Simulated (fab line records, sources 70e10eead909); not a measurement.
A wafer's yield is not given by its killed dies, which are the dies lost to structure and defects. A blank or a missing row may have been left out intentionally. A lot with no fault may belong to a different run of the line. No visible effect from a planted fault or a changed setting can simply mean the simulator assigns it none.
What tool caused it? | flow nand harc | Sampling: 11 lots, 33 wafers, 5 of 1302 route steps

## WHAT THE GAUGES SHOWED, per wafer
NHARC_END_SORT_01.
lot  | measured     | on        | defect limited yield (%)
L353 | day 29 17:55 | prober-02 | 84 83 88
L354 | day 30 11:25 | prober-01 | 90
L356 | day 30 16:48 | prober-02 | 87 89 89

## WHICH TOOL RAN EACH LOT (tool, then ch and the chambers of the sampled wafers, then the start)
lot  | NHARC_P_BONDPAD_ETCH_12                       | NHARC_P_BONDPAD_STRIP_15           | NHARC_P_BONDPAD_ETCH_24            | NHARC_P_BONDPAD_ANNEAL_28
L350 | rie diel-10 ch 1,2,3, day 10 17:59 or earlier | rie diel-03 ch 0,1,2, day 10 17:59 | rie diel-03 ch 0,1, day 10 18:07   | rtp anneal-01 ch 0, day 10 19:15
L352 | rie diel-10 ch 0,1,2, day 11 13:28 or earlier | rie diel-03 ch 1,2, day 11 13:28   | rie diel-03 ch 1,3, day 11 13:37   | rtp anneal-01 ch 0, day 11 14:48
L353 | rie diel-03 ch 0,2,3, day 11 18:02 or earlier | rie diel-02 ch 0,3, day 11 18:02   | rie diel-02 ch 0,1, day 11 18:11   | rtp anneal-01 ch 0, day 11 19:22
L354 | rie diel-03 ch 0,1, day 12 13:31 or earlier   | rie diel-10 ch 1,2,3, day 12 13:31 | rie diel-10 ch 0,2,3, day 12 13:41 | rtp anneal-02 ch 0, day 12 14:48
L357 | rie diel-03 ch 1,3, day 13 02:50 or earlier   | rie diel-10 ch 0,1,2, day 13 02:50 | rie diel-10 ch 1,2, day 13 02:59   | rtp anneal-02 ch 0, day 13 04:07
L356 | rie diel-02 ch 0,2,3, day 13 03:53 or earlier | rie diel-02 ch 0,2, day 13 03:53   | rie diel-02 ch 0,1, day 13 04:02   | rtp anneal-02 ch 0, day 13 05:11
L358 | rie diel-10 ch 2,3, day 13 12:50 or earlier   | rie diel-02 ch 1,2,3, day 13 12:50 | rie diel-02 ch 1,2, day 13 12:59   | rtp anneal-01 ch 0, day 13 14:23
L360 | rie diel-03 ch 0,2,3, day 14 09:17 or earlier | rie diel-10 ch 1,2,3, day 14 09:17 | rie diel-10 ch 2,3, day 14 09:24   | rtp anneal-01 ch 0, day 14 10:41
L361 | rie diel-02 ch 0,2,3, day 14 23:45 or earlier | rie diel-03 ch 0,1,2, day 14 23:45 | rie diel-03 ch 2,3, day 14 23:52   | rtp anneal-01 ch 0, day 15 01:00
L362 | rie diel-10 ch 1,2, day 15 10:19 or earlier   | rie diel-03 ch 1,2,3, day 15 10:19 | rie diel-03 ch 1,2,3, day 15 10:29 | rtp anneal-02 ch 0, day 15 11:37
L363 | rie diel-10 ch 1,2,3, day 15 16:40 or earlier | rie diel-03 ch 0,1, day 15 16:40   | rie diel-03 ch 0,1, day 15 16:49   | rtp anneal-02 ch 0, day 15 17:56
- NHARC_P_BONDPAD_ETCH_12: etches the open film in CHF3/O2, target depth 200 nm, time 100 s.
- NHARC_P_BONDPAD_STRIP_15: strips in O2.
- NHARC_P_BONDPAD_ETCH_24: etches the open film in CF4/N2, target depth 30 nm, time 72.99 s.
- NHARC_P_BONDPAD_ANNEAL_28: time 90 s.

## THE ANSWER, worked out from the rows above alone
Rule: usual is defined by the lots themselves. Put in order of their means at a reading, lots are off if they are a third of the lots or fewer, leave a main group of 4 or more, and stand apart from it by a gap of 3 or more times the standard deviation of the main group's means; of several such gaps the widest counts. If all means in a main group match to the digits the tables above print for the reading, that group is not used. Also off: a lot with no number at a reading for which 4 or more lots have one. The other lots that the step has rows for count as sound.
No lot is off at any reading shown: from this, nothing can be told.

## WHAT THE SIMULATOR HAD PUT IN
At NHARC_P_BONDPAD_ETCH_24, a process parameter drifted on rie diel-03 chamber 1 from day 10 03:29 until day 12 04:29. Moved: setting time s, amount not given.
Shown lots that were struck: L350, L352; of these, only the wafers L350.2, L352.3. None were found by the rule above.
